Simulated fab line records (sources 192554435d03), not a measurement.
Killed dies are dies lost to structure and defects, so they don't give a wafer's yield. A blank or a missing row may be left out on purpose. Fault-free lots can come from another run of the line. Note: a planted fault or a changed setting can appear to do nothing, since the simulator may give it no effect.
Chamber matching + flow n5Finfet + N5_HKMG_FIN_DESCUM_17 on rieDiel-06 has 4 sister chambers
The step chemistry O2, time 7.9 s. 14 wafers are shown with their chamber, then 7 later ones without.

== WAFERS, EACH WITH ITS CHAMBER ==
| wafer  | chamber | showerheadPlenumPTorr (Torr) | drypumpMotorCurrentA (A) | throttleValvePct (%) |
|--------|---------|------------------------------|--------------------------|----------------------|
| L076.1 | 1       | 2.07                         | 6.1                      | 20.72                |
| L076.2 | 3       | 1.94                         | 5.9                      | 20.46                |
| L076.3 | 0       | 2.17                         | 5.0                      | 20.63                |
| L076.4 | 2       | 2.10                         | 5.1                      | 20.74                |
| L076.5 | 0       | 2.17                         | 5.0                      | 20.63                |
| L076.6 | 1       | 2.07                         | 6.1                      | 20.70                |
| L077.2 | 0       | 2.17                         | 5.0                      | 20.64                |
| L077.3 | 2       | 2.10                         | 5.1                      | 20.72                |
| L077.6 | 1       | 2.07                         | 6.1                      | 20.72                |
| L080.1 | 3       | 1.94                         | 6.0                      | 20.49                |
| L080.5 | 2       | 2.10                         | 5.1                      | 20.75                |
| L080.6 | 1       | 2.06                         | 6.1                      | 20.72                |
| L082.1 | 3       | 1.94                         | 6.0                      | 20.48                |
| L082.5 | 1       | 2.06                         | 6.1                      | 20.73                |

SIGNATURES, as means of the wafers listed above
| reading               | chamber 0 | chamber 1 | chamber 2 | chamber 3 | scatter within a chamber |
|-----------------------|-----------|-----------|-----------|-----------|--------------------------|
| showerheadPlenumPTorr | 2.1700    | 2.0660    | 2.1000    | 1.9400    | 0.00346                  |
| drypumpMotorCurrentA  | 5.000     | 6.100     | 5.100     | 5.967     | 0.0258                   |
| throttleValvePct      | 20.6333   | 20.7180   | 20.7367   | 20.4767   | 0.0122                   |
Rule: for a wafer and a chamber, the distance is found by dividing, reading by reading, the gap between the wafer's reading and the chamber's mean by the reading's scatter, squaring, summing and taking the root. The wafer belongs to the nearest chamber; if the next one is less than 2 further off, it can't be placed. The scatter is the square root of a quotient: the sum, over the shown wafers, of each reading's squared deviation from its chamber's mean, divided by wafers minus chambers.

== WAFERS WITH NO CHAMBER GIVEN ==
| wafer  | showerheadPlenumPTorr (Torr) | drypumpMotorCurrentA (A) | throttleValvePct (%) |
|--------|------------------------------|--------------------------|----------------------|
| L082.6 | 2.09                         | 5.1                      | 20.75                |
| L088.3 | 1.93                         | 6.0                      | 20.49                |
| L088.4 | 1.93                         | 5.9                      | 20.49                |
| L088.5 | 2.09                         | 5.1                      | 20.77                |
| L089.2 | 1.93                         | 6.0                      | 20.50                |
| L089.4 | 2.09                         | 5.1                      | 20.78                |
| L089.5 | 2.06                         | 6.1                      | 20.76                |

== THE CHAMBER EACH PASSED THROUGH ==
| wafer  | from the rows above | in truth |
|--------|---------------------|----------|
| L082.6 | 2                   | 2        |
| L088.3 | 3                   | 3        |
| L088.4 | 3                   | 3        |
| L088.5 | 2                   | 2        |
| L089.2 | 3                   | 3        |
| L089.4 | 2                   | 2        |
| L089.5 | 1                   | 1        |
Correctly placed: 7 of 7. Can't be placed from these rows: 0. Placed wrongly: 0.
